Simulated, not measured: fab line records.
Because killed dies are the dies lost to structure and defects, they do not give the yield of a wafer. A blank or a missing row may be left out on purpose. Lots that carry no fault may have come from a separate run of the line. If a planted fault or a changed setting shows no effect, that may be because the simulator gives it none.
fab line records | flow n5_finfet
[record] lots = 24 wafers = 72 last_day = 18
route steps=1938 shown BEOL_M4@1021
lots that met no fault: taken from a fault-free run of the same line
start_h: start of the lot's first displayed wafer, in hours after the record's first day | wait_h: how many hours have passed since the lot's step before this one | " as in the row above | L1.1+2: a row that stands for several wafers | - no value, or no start was given | * or withheld: withheld | < > ~ a bound
route shown NAME@n: NAME is a module with steps in the file, n the number in the route of the first one | usual: mean and standard deviation over wafers with no fault | same: alike in all rows | chamber/n: place in a boat | sites: each site's reading | _std_site: how widely they spread, as a standard deviation | _edge_site: outer sites' mean less inner sites' | radius_mm: how far each site lies from the wafer's centre | mask NAME#n: copy n | behind: the most recent tool/chamber to have shaped the wafer | hold: why the lot went on hold/how many hours it stayed there/how the hold came to an end | device: names the non-switching transistor (n, p or np) | end of line: the same wafers' tests at the end of the route | where a step has no rows: the recipe by itself | killed: dies that structure and defects cost at the first sort, which is not the same as the wafer's yield | map: per-die view of a wafer (x killed, . not killed, _ where there is no die)
set.NAME: the setting as run; set.NAME@STEP: as run at that earlier step | model.NAME: the simulator's own value behind a step, which no gauge read
a sample of lots followed through the steps of the route, with each step as a table and each wafer as a row
services: a tool's chamber out of use, with start hour (start_h, from the record's first day; less than 0 if before it), hours out, and reason
[[steps]]
[step N5_BEOL_M4_ILD_DEP_00]
[recipe] material = SiOC target_thk_a = 790 temp_c = 350 precursor = DEMS/O2 pressure_torr = 5 rf_w = 500 time_s = 15.3
[usual] heater_power_w = 460/58 showerhead_plenum_p_Torr = 5.699/0.017 throttle_valve_pct = 11.9/0.59
// columns lot.wafer tool chamber start_h wait_h heater_power_w showerhead_plenum_p_Torr throttle_valve_pct
L074.1 pecvd-02 2 156.23 0.0 541 5.685 11.6
L074.2 " 1 " " 448 5.713 11.9
L074.3 " 0 " " 464 5.704 12.8
L077.3 pecvd-04 0 172.15 0.0 507 5.711 11.7
L077.4 " 0 " " 529 5.687 11.6
L077.6 " 1 " " 468 5.728 12.3
L076.3 pecvd-04 0 177.26 0.0 421 5.704 11.9
L076.4 " 2 " " 358 5.689 10.8
L076.6 " 1 " " 398 5.728 12.0
L075.3 pecvd-02 0 184.88 0.0 558 5.693 13.0
L075.4 " 1 " " 434 5.707 11.5
L075.6 " 0 " " 579 5.718 12.8
L078.2 pecvd-02 2 185.23 0.0 578 5.693 11.7
L078.4 " 2 " " 560 5.701 11.6
L078.5 " 1 " " 432 5.722 11.6
L080.1 pecvd-02 1 187.74 0.0 407 5.722 12.0
L080.4 " 0 " " 551 5.706 12.8
L080.6 " 1 " " 424 5.712 11.6
L079.3 pecvd-04 2 188.01 0.0 404 5.684 10.6
L079.4 " 2 " " 413 5.701 10.5
L079.6 " 0 " " 502 5.683 11.7
L081.1 pecvd-03 0 188.40 0.0 476 5.711 11.8
L081.2 " 2 " " 422 5.677 11.8
L081.5 " 1 " " 408 5.679 12.6
L082.1 pecvd-03 1 202.02 0.0 445 5.684 12.5
L082.4 " 0 " " 514 5.711 11.9
L082.5 " 1 " " 430 5.672 12.6
L083.1 pecvd-03 1 212.36 0.0 435 5.685 12.6
L083.2 " 0 " " 477 5.711 11.9
L083.5 " 0 " " 474 5.719 11.9
L085.2 pecvd-03 2 222.33 0.0 405 5.696 11.5
L085.4 " 2 " " 411 5.707 11.5
L085.6 " 0 " " 446 5.706 11.7
L086.1 pecvd-02 1 231.48 0.0 415 5.706 11.5
L086.2 " 2 " " 504 5.694 11.6
L086.4 " 1 " " 425 5.704 11.7
L084.1 pecvd-04 2 234.74 0.0 393 5.704 10.5
L084.5 " 2 " " 390 5.702 10.5
L084.6 " 0 " " 451 5.699 11.6
L087.1 pecvd-04 2 236.66 0.0 407 5.690 10.9
L087.2 " 0 " " 419 5.661 11.7
L087.6 " 0 " " 432 5.673 11.8
L088.2 pecvd-03 1 239.10 0.0 422 5.673 12.4
L088.5 " 0 " " 462 5.718 11.7
L088.6 " 1 " " 427 5.680 12.4
L090.2 pecvd-03 0 242.10 0.0 483 5.703 11.8
L090.3 " 2 " " 366 5.713 11.4
L090.4 " 2 " " 369 5.696 11.5
L089.3 pecvd-02 2 245.82 0.0 600 5.684 11.6
L089.4 " 2 " " 605 5.682 11.7
L089.5 " 1 " " 453 5.702 11.9
L091.1 pecvd-04 0 256.09 0.0 447 5.689 12.2
L091.3 " 1 " " 474 5.727 12.2
L091.4 " 2 " " 393 5.701 10.6
L092.2 pecvd-02 1 265.88 0.0 486 5.710 11.8
L092.5 " 1 " " 384 5.702 11.7
L092.6 " 0 " " 553 5.699 13.0
L093.1 pecvd-02 1 277.68 0.0 451 5.713 11.7
L093.2 " 2 " " 547 5.695 11.6
L093.3 " 0 " " 565 5.682 12.8
L094.4 pecvd-03 1 278.11 0.1 441 5.680 12.4
L094.5 " 1 " " 447 5.682 12.7
L094.6 " 2 " " 358 5.698 11.8
L095.2 pecvd-03 1 281.89 0.0 441 5.675 12.5
L095.4 " 1 " " 453 5.683 12.3
L095.5 " 1 " " 441 5.678 12.7
L096.1 pecvd-02 2 287.78 0.0 537 5.667 11.5
L096.2 " 0 " " 535 5.695 12.6
L096.4 " 1 " " 482 5.718 11.6
L097.4 pecvd-04 0 300.97 0.1 505 5.677 11.8
L097.5 " 2 " " 439 5.699 11.0
L097.6 " 1 " " 462 5.726 11.8
[step N5_BEOL_M4_THK_MEAS_01]
[recipe] reads = SiOC_of_BEOL_M4_ILD_DEP_00
[usual] M4_ILD_THK = 79.3/1.1
// columns lot.wafer tool chamber start_h wait_h M4_ILD_THK[nm]
L074.1 film_metro-01 - 156.30 0.0 79.7
L074.2 " - " " 79.4
L074.3 " - " " 79.0
L077.3 film_metro-01 - 172.22 0.1 78.1
L077.4 " - " " 79.6
L077.6 " - " " 79.8
L076.3 film_metro-02 - 177.32 0.1 77.0
L076.4 " - " " 78.4
L076.6 " - " " 78.8
L075.3 film_metro-01 - 184.94 0.1 78.2
L075.4 " - " " 78.3
L075.6 " - " " 79.9
L078.2 film_metro-01 - 185.30 0.1 80.4
L078.4 " - " " 81.9
L078.5 " - " " 81.3
L080.1 film_metro-02 - 187.81 0.0 79.3
L080.4 " - " " 80.7
L080.6 " - " " 80.6
L079.3 film_metro-01 - 188.08 0.1 78.2
L079.4 " - " " 80.1
L079.6 " - " " 79.8
L081.1 film_metro-01 - 188.47 0.0 78.6
L081.2 " - " " 78.3
L081.5 " - " " 79.2
L082.1 film_metro-02 - 202.09 0.0 78.2
L082.4 " - " " 80.1
L082.5 " - " " 78.7
L083.1 film_metro-01 - 212.45 0.1 78.4
L083.2 " - " " 77.8
L083.5 " - " " 78.9
L085.2 film_metro-01 - 222.40 0.1 78.3
L085.4 " - " " 79.5
L085.6 " - " " 79.4
L086.1 film_metro-01 - 231.54 0.0 79.3
L086.2 " - " " 79.0
L086.4 " - " " 80.2
L084.1 film_metro-01 - 234.81 0.0 78.0
L084.5 " - " " 80.5
L084.6 " - " " 79.6
L087.1 film_metro-02 - 236.73 0.0 77.8
L087.2 " - " " 77.0
L087.6 " - " " 79.2
L088.2 film_metro-02 - 239.17 0.1 79.5
L088.5 " - " " 79.2
L088.6 " - " " 81.4
L090.2 film_metro-01 - 242.17 0.1 78.2
L090.3 " - " " 80.1
L090.4 " - " " 80.3
L089.3 film_metro-02 - 245.89 0.1 80.4
L089.4 " - " " 80.5
L089.5 " - " " 81.1
L091.1 film_metro-01 - 256.16 0.0 78.4
L091.3 " - " " 80.0
L091.4 " - " " 79.8
L092.2 film_metro-02 - 265.95 0.1 78.7
L092.5 " - " " 80.0
L092.6 " - " " 79.4
L093.1 film_metro-01 - 277.74 0.0 78.9
L093.2 " - " " 78.4
L093.3 " - " " 78.6
L094.4 film_metro-01 - 278.18 0.1 80.1
L094.5 " - " " 80.3
L094.6 " - " " 79.4
L095.2 film_metro-01 - 281.97 0.1 79.5
L095.4 " - " " 80.5
L095.5 " - " " 81.5
L096.1 film_metro-01 - 287.85 0.0 78.8
L096.2 " - " " 78.4
L096.4 " - " " 79.3
L097.4 film_metro-02 - 301.02 0.0 79.0
L097.5 " - " " 78.2
L097.6 " - " " 79.0
[step N5_BEOL_M4_CD_MEAS_11]
[recipe] target_cd_nm = 16.79 landing_energy_ev = 500 detector = se_inlens polarity = opening
[usual] cd_nm = 16.81/0.23
// columns lot.wafer tool chamber start_h wait_h cd_nm
L074.1 cd_sem-02 0 156.91 - 16.54
L074.2 " 0 " " 16.81
L074.3 " 0 " " 16.81
L077.3 cd_sem-01 0 173.66 - 17.07
L077.4 " 0 " " 16.58
L077.6 " 0 " " 17.15
L076.3 cd_sem-03 0 178.13 - 16.62
L076.4 " 0 " " 16.75
L076.6 " 0 " " 17.10
L075.3 cd_sem-03 0 185.56 - 16.70
L075.4 " 0 " " 16.86
L075.6 " 0 " " 17.16
L078.2 cd_sem-01 0 187.32 - 16.42
L078.4 " 0 " " 16.53
L078.5 " 0 " " 16.80
L080.1 cd_sem-01 0 189.42 - 16.56
L080.4 " 0 " " 16.75
L080.6 " 0 " " 16.46
L079.3 cd_sem-03 0 190.81 - 16.73
L079.4 " 0 " " 16.70
L079.6 " 0 " " 16.54
L081.1 cd_sem-01 0 191.13 - 16.80
L081.2 " 0 " " 16.79
L081.5 " 0 " " 16.84
L082.1 cd_sem-01 0 203.76 - 17.00
L082.4 " 0 " " 16.97
L082.5 " 0 " " 16.64
L083.1 cd_sem-03 0 213.76 - 16.76
L083.2 " 0 " " 16.34
L083.5 " 0 " " 16.58
L085.2 cd_sem-01 0 222.89 - 16.83
L085.4 " 0 " " 16.84
L085.6 " 0 " " 16.70
L086.1 cd_sem-03 0 234.24 - 16.68
L086.2 " 0 " " 16.68
L086.4 " 0 " " 16.53
L084.1 cd_sem-03 0 235.44 - 17.23
L084.5 " 0 " " 16.98
L084.6 " 0 " " 16.39
L087.1 cd_sem-02 0 237.45 - 16.67
L087.2 " 0 " " 16.58
L087.6 " 0 " " 17.09
L088.2 cd_sem-01 0 240.88 - 16.72
L088.5 " 0 " " 16.40
L088.6 " 0 " " 16.79
L090.2 cd_sem-03 0 243.20 - 17.03
L090.3 " 0 " " 17.04
L090.4 " 0 " " 17.01
L089.3 cd_sem-01 0 246.74 - 16.99
L089.4 " 0 " " 16.98
L089.5 " 0 " " 17.21
L091.1 cd_sem-03 0 257.18 - 16.84
L091.3 " 0 " " 16.88
L091.4 " 0 " " 17.06
L092.2 cd_sem-01 0 266.91 - 17.00
L092.5 " 0 " " 16.94
L092.6 " 0 " " 16.87
L093.1 cd_sem-02 0 278.45 - 16.86
L093.2 " 0 " " 16.86
L093.3 " 0 " " 16.99
L094.4 cd_sem-02 0 281.35 - 16.87
L094.5 " 0 " " 16.93
L094.6 " 0 " " 17.27
L095.2 cd_sem-02 0 282.73 - 16.87
L095.4 " 0 " " 16.49
L095.5 " 0 " " 17.39
L096.1 cd_sem-02 0 288.93 - 16.66
L096.2 " 0 " " 16.89
L096.4 " 0 " " 17.27
L097.4 cd_sem-02 0 303.32 - 16.67
L097.5 " 0 " " 16.56
L097.6 " 0 " " 16.95
[step N5_BEOL_M4_INSPECT_30]
[recipe] mode = adi inspect_instrument = brightfield
[usual] raw_defect_count = 419/100
// columns lot.wafer tool chamber start_h wait_h raw_defect_count
L074.1 defect_inspect-01 - 158.00 0.1 449
L074.2 " - " " 366
L074.3 " - " " 425
L077.3 defect_inspect-02 - 174.76 0.0 399
L077.4 " - " " 340
L077.6 " - " " 490
L076.3 defect_inspect-02 - 179.09 0.0 348
L076.4 " - " " 395
L076.6 " - " " 331
L075.3 defect_inspect-02 - 186.52 0.0 277
L075.4 " - " " 300
L075.6 " - " " 453
L078.2 defect_inspect-01 - 188.28 0.0 318
L078.4 " - " " 566
L078.5 " - " " 448
L080.1 defect_inspect-02 - 190.51 0.1 335
L080.4 " - " " 357
L080.6 " - " " 540
L079.3 defect_inspect-02 - 191.87 0.0 389
L079.4 " - " " 427
L079.6 " - " " 410
L081.1 defect_inspect-02 - 192.09 0.1 393
L081.2 " - " " 277
L081.5 " - " " 336
L082.1 defect_inspect-01 - 204.85 0.1 780
L082.4 " - " " 611
L082.5 " - " " 697
L083.1 defect_inspect-01 - 216.03 0.1 434
L083.2 " - " " 647
L083.5 " - " " 472
L085.2 defect_inspect-02 - 225.99 0.0 355
L085.4 " - " " 335
L085.6 " - " " 244
L086.1 defect_inspect-01 - 235.51 0.1 380
L086.2 " - " " 459
L086.4 " - " " 550
L084.1 defect_inspect-02 - 237.03 0.1 423
L084.5 " - " " 286
L084.6 " - " " 374
L087.1 defect_inspect-01 - 239.51 0.1 431
L087.2 " - " " 282
L087.6 " - " " 333
L088.2 defect_inspect-01 - 242.35 0.0 397
L088.5 " - " " 422
L088.6 " - " " 412
L090.2 defect_inspect-01 - 244.19 0.0 558
L090.3 " - " " 345
L090.4 " - " " 481
L089.3 defect_inspect-02 - 247.70 0.0 678
L089.4 " - " " 373
L089.5 " - " " 518
L091.1 defect_inspect-02 - 258.36 0.1 621
L091.3 " - " " 488
L091.4 " - " " 339
L092.2 defect_inspect-02 - 268.82 0.0 504
L092.5 " - " " 450
L092.6 " - " " 403
L093.1 defect_inspect-02 - 279.41 0.1 501
L093.2 " - " " 250
L093.3 " - " " 420
L094.4 defect_inspect-01 - 282.31 0.0 487
L094.5 " - " " 397
L094.6 " - " " 353
L095.2 defect_inspect-02 - 283.95 0.0 437
L095.4 " - " " 470
L095.5 " - " " 425
L096.1 defect_inspect-01 - 289.91 0.1 399
L096.2 " - " " 400
L096.4 " - " " 372
L097.4 defect_inspect-02 - 304.80 0.0 418
L097.5 " - " " 434
L097.6 " - " " 463
[step N5_BEOL_M4_STRIP_36]
[recipe] chemistry = N2/H2 power_w = 450 temp_c = 40 pressure_mtorr = 20 rf_frequency_hz = 6e+07 overash_fraction = 0.3 bias_power_w = 7 h2_frac = 0.5 n2_flow_sccm = 200 h2_flow_sccm = 200
[usual] chamber_pressure_mTorr = 20.00/0.032 drypump_motor_current_A = 5.5/0.39 oes_product_au = 0.77/0.084 rf_vpp_V = 59.2/1.5 showerhead_plenum_p_Torr = 2.53/0.1 temp_c = 39.99/0.096 throttle_valve_pct = 23.58/0.26
// columns lot.wafer tool chamber start_h wait_h chamber_pressure_mTorr drypump_motor_current_A oes_product_au rf_hours_counter_h rf_vpp_V showerhead_plenum_p_Torr temp_c throttle_valve_pct
L074.1 rie_diel-05 3 164.33 0.0 20.04 5.7 0.91 12 60.8 2.71 40.24 23.52
L074.2 " 0 " " 20.01 4.9 0.81 76 60.0 2.57 40.06 23.17
L074.3 " 2 " " 20.01 5.9 0.71 192 59.8 2.63 40.16 23.67
L077.3 rie_diel-04 1 176.82 0.0 19.99 5.3 0.72 216 61.0 2.60 40.19 23.68
L077.4 " 2 " " 19.98 4.8 0.89 41 59.1 2.47 40.07 23.31
L077.6 " 0 " " 20.01 5.9 0.70 - 56.7 2.42 40.02 23.87
L076.3 rie_diel-04 3 180.66 0.0 20.02 5.6 0.70 194 59.5 2.42 40.12 23.55
L076.4 " 2 " " 19.99 4.8 0.88 42 56.6 2.47 39.82 23.29
L076.6 " 2 " " 19.93 4.8 0.88 - 58.8 2.47 39.93 23.30
L075.3 rie_diel-02 1 187.03 0.0 20.02 5.0 0.88 34 60.8 2.58 40.00 23.26
L075.4 " 3 " " 20.00 5.4 0.90 38 60.7 2.57 39.82 23.34
L075.6 " 1 " " 20.00 5.0 0.87 - 58.9 2.58 39.91 23.24
L078.2 rie_diel-05 3 190.57 0.0 20.01 5.7 0.90 20 59.9 2.71 40.08 23.54
L078.4 " 0 " " 20.00 5.0 0.81 85 60.6 2.57 40.17 23.16
L078.5 " 0 " " 19.97 4.9 0.80 - 63.1 2.57 39.90 23.18
L080.1 rie_diel-04 2 192.50 0.0 20.00 4.8 0.86 46 60.1 2.47 39.84 23.29
L080.4 " 1 " " 19.99 5.3 0.70 220 57.9 2.60 40.07 23.69
L080.6 " 1 " " 20.01 5.3 0.70 - 60.9 2.60 40.02 23.67
L079.3 rie_diel-05 3 192.57 0.0 20.03 5.7 0.88 20 57.5 2.71 40.00 23.53
L079.4 " 2 " " 19.98 5.9 0.70 200 61.1 2.63 39.94 23.67
L079.6 " 3 " " 20.00 5.7 0.90 - 58.0 2.71 39.88 23.51
L081.1 rie_diel-02 0 196.18 0.0 19.97 5.7 0.71 204 57.2 2.43 40.13 24.10
L081.2 " 2 " " 20.01 5.9 0.70 203 61.4 2.64 39.75 23.68
L081.5 " 2 " " 19.98 5.9 0.71 - 59.2 2.64 39.99 23.70
L082.1 rie_diel-05 1 207.84 0.0 20.00 5.5 0.73 201 61.4 2.42 39.98 23.88
L082.4 " 2 " " 19.97 5.9 0.71 205 56.7 2.63 39.78 23.70
L082.5 " 2 " " 19.95 5.9 0.71 - 60.3 2.63 39.79 23.68
L083.1 rie_diel-02 1 217.77 0.0 20.05 5.0 0.86 45 57.9 2.58 40.02 23.30
L083.2 " 0 " " 19.97 5.7 0.71 212 57.9 2.43 40.07 24.11
L083.5 " 2 " " 20.05 6.0 0.71 - 58.5 2.63 39.93 23.67
L085.2 rie_diel-04 3 227.64 0.0 20.02 5.6 0.69 205 58.3 2.41 40.05 23.53
L085.4 " 1 " " 20.03 5.3 0.70 227 58.9 2.60 39.81 23.70
L085.6 " 1 " " 19.99 5.3 0.71 - 59.5 2.60 39.97 23.69
L086.1 rie_diel-04 2 236.80 0.0 19.99 4.8 0.86 57 61.5 2.46 39.97 23.35
L086.2 " 1 " " 20.02 5.3 0.70 231 60.9 2.59 40.11 23.71
L086.4 " 3 " " 20.01 5.6 0.70 210 60.8 2.41 39.91 23.55
L084.1 rie_diel-02 3 244.32 0.0 19.99 5.4 0.86 61 57.5 2.56 40.05 23.35
L084.5 " 2 " " 19.97 5.9 0.70 - 62.3 2.63 40.01 23.71
L084.6 " 3 " " 20.00 5.4 0.87 - 59.3 2.56 39.88 23.38
L087.1 rie_diel-05 1 245.05 0.0 20.00 5.5 0.72 211 58.5 2.41 39.92 23.90
L087.2 " 3 " " 20.00 5.7 0.88 37 59.7 2.70 39.98 23.56
L087.6 " 0 " " 20.04 5.0 0.78 - 59.5 2.56 39.91 23.17
L088.2 rie_diel-02 1 245.09 0.0 19.98 5.0 0.83 58 60.0 2.57 40.01 23.28
L088.5 " 0 " " 19.94 5.7 0.69 - 57.2 2.42 40.07 24.13
L088.6 " 1 " " 19.99 5.0 0.83 - 60.8 2.57 40.00 23.30
L090.2 rie_diel-02 0 248.44 0.0 19.97 5.7 0.68 226 59.1 2.42 40.00 24.12
L090.3 " 3 " " 19.94 5.4 0.86 63 60.3 2.56 40.07 23.40
L090.4 " 2 " " 20.03 5.9 0.70 225 57.2 2.63 39.90 23.73
L089.3 rie_diel-02 0 251.89 0.0 20.00 5.7 0.69 227 56.6 2.42 39.94 24.15
L089.4 " 3 " " 20.06 5.4 0.86 63 57.7 2.56 39.95 23.37
L089.5 " 2 " " 19.97 5.9 0.69 - 59.3 2.63 40.18 23.71
L091.1 rie_diel-05 1 266.41 0.0 20.06 5.5 0.73 218 58.6 2.41 40.05 23.90
L091.3 " 0 " " 20.04 5.0 0.76 102 59.3 2.56 40.00 23.24
L091.4 " 2 " " 20.01 5.9 0.69 227 57.1 2.62 40.12 23.74
L092.2 rie_diel-04 0 274.46 0.0 19.94 5.9 0.69 225 59.9 2.40 39.92 23.91
L092.5 " 3 " " 20.00 5.6 0.68 - 57.8 2.40 39.86 23.57
L092.6 " 2 " " 19.97 4.8 0.85 - 59.4 2.45 40.05 23.33
L093.1 rie_diel-05 1 281.84 0.0 19.98 5.6 0.71 222 59.4 2.41 39.85 23.94
L093.2 " 0 " " 19.98 5.0 0.77 107 60.4 2.56 39.89 23.19
L093.3 " 2 " " 19.97 5.9 0.67 232 62.3 2.62 39.93 23.72
L094.4 rie_diel-05 1 285.00 0.0 20.00 5.5 0.72 - 59.0 2.41 40.07 23.88
L094.5 " 0 " " 20.01 4.9 0.74 - 60.3 2.56 40.01 23.19
L094.6 " 3 " " 19.95 5.7 0.83 - 60.6 2.69 39.77 23.59
L095.2 rie_diel-04 1 288.24 0.0 20.02 5.3 0.69 249 59.0 2.59 40.06 23.73
L095.4 " 3 " " 19.97 5.6 0.68 231 58.4 2.40 39.89 23.59
L095.5 " 3 " " 19.99 5.6 0.68 - 58.3 2.40 39.97 23.61
L096.1 rie_diel-04 2 290.93 0.0 19.98 4.8 0.84 79 58.7 2.45 40.04 23.35
L096.2 " 3 " " 20.04 5.6 0.68 232 61.4 2.40 40.01 23.55
L096.4 " 3 " " 20.09 5.6 0.67 - 61.4 2.40 39.96 23.56
L097.4 rie_diel-04 0 307.63 0.0 20.01 5.9 0.66 239 59.2 2.40 39.94 23.92
L097.5 " 1 " " 20.00 5.3 1.00 - 58.4 2.59 39.99 23.55
L097.6 " 2 " " 20.00 4.8 0.83 - 60.9 2.45 40.01 23.33
[step N5_BEOL_M4_DEGAS_44]
[recipe] ambient = vacuum temp_c = 250 time_s = 60
[usual] heater_power_w = 353/60
// columns lot.wafer tool chamber start_h wait_h heater_power_w
L074.1 pvd_sputter-02 - 164.98 0.3 278
L074.2 " - " " 415
L074.3 " - " " 411
L077.3 pvd_sputter-02 - 177.70 0.5 283
L077.4 " - " " 417
L077.6 " - " " 413
L076.3 pvd_sputter-02 - 181.30 0.3 370
L076.4 " - " " 412
L076.6 " - " " 421
L075.3 pvd_sputter-02 - 188.01 0.6 405
L075.4 " - " " 415
L075.6 " - " " 420
L078.2 pvd_sputter-03 - 191.26 0.3 308
L078.4 " - " " 478
L078.5 " - " " 311
L080.1 pvd_sputter-01 - 193.31 0.5 328
L080.4 " - " " 290
L080.6 " - " " 327
L079.3 pvd_sputter-01 - 193.39 0.5 338
L079.4 " - " " 340
L079.6 " - " " 325
L081.1 pvd_sputter-02 - 196.65 0.1 401
L081.2 " - " " 414
L081.5 " - " " 409
L082.1 pvd_sputter-02 - 208.55 0.4 402
L082.4 " - " " 280
L082.5 " - " " 366
L083.1 pvd_sputter-01 - 218.48 0.4 327
L083.2 " - " " 288
L083.5 " - " " 335
L085.2 pvd_sputter-02 - 228.30 0.3 274
L085.4 " - " " 410
L085.6 " - " " 414
L086.1 pvd_sputter-03 - 237.31 0.2 275
L086.2 " - " " 303
L086.4 " - " " 349
L084.1 pvd_sputter-03 - 244.97 0.3 279
L084.5 " - " " 329
L084.6 " - " " 277
L087.1 pvd_sputter-02 - 245.96 0.6 409
L087.2 " - " " 372
L087.6 " - " " 374
L088.2 pvd_sputter-01 - 245.98 0.5 291
L088.5 " - " " 339
L088.6 " - " " 338
L090.2 pvd_sputter-01 - 248.90 0.1 332
L090.3 " - " " 329
L090.4 " - " " 340
L089.3 pvd_sputter-02 - 253.06 0.8 362
L089.4 " - " " 272
L089.5 " - " " 279
L091.1 pvd_sputter-03 - 267.20 0.4 472
L091.3 " - " " 312
L091.4 " - " " 275
L092.2 pvd_sputter-02 - 275.24 0.4 413
L092.5 " - " " 366
L092.6 " - " " 422
L093.1 pvd_sputter-03 - 282.47 0.3 472
L093.2 " - " " 338
L093.3 " - " " 310
L094.4 pvd_sputter-01 - 285.57 0.2 329
L094.5 " - " " 337
L094.6 " - " " 333
L095.2 pvd_sputter-03 - 289.07 0.5 273
L095.4 " - " " 339
L095.5 " - " " 309
L096.1 pvd_sputter-02 - 291.78 0.5 414
L096.2 " - " " 413
L096.4 " - " " 275
L097.4 pvd_sputter-02 - 308.12 0.1 412
L097.5 " - " " 400
L097.6 " - " " 421
[[services]]
// columns tool chamber start_h hours kind
pecvd-03 1 140.56 5.5 scheduled_down
rie_diel-04 3 144.48 1.3 repair
pvd_sputter-03 - 150.18 7.7 repair
pecvd-03 2 164.62 5.5 scheduled_down
rie_diel-04 1 165.57 6.6 repair
rie_diel-02 1 169.13 2.1 repair
pecvd-03 2 211.82 5.0 scheduled_down
rie_diel-04 - 212.45 14.6 pm
rie_diel-05 0 213.96 11.5 repair
rie_diel-05 1 253.43 2.5 repair
pecvd-03 0 271.09 16.5 scheduled_down
rie_diel-02 - 273.16 0.6 repair
rie_diel-05 - 278.82 0.5 repair
rie_diel-05 2 282.21 3.3 repair
rie_diel-04 1 289.29 - clean
rie_diel-04 1 289.29 - consumable_replace:focus_ring
rie_diel-04 1 289.29 17.8 scheduled_down
rie_diel-04 1 289.29 17.8 vent_cycle
pecvd-02 0 294.23 2.1 scheduled_down
[[key]]
fault none
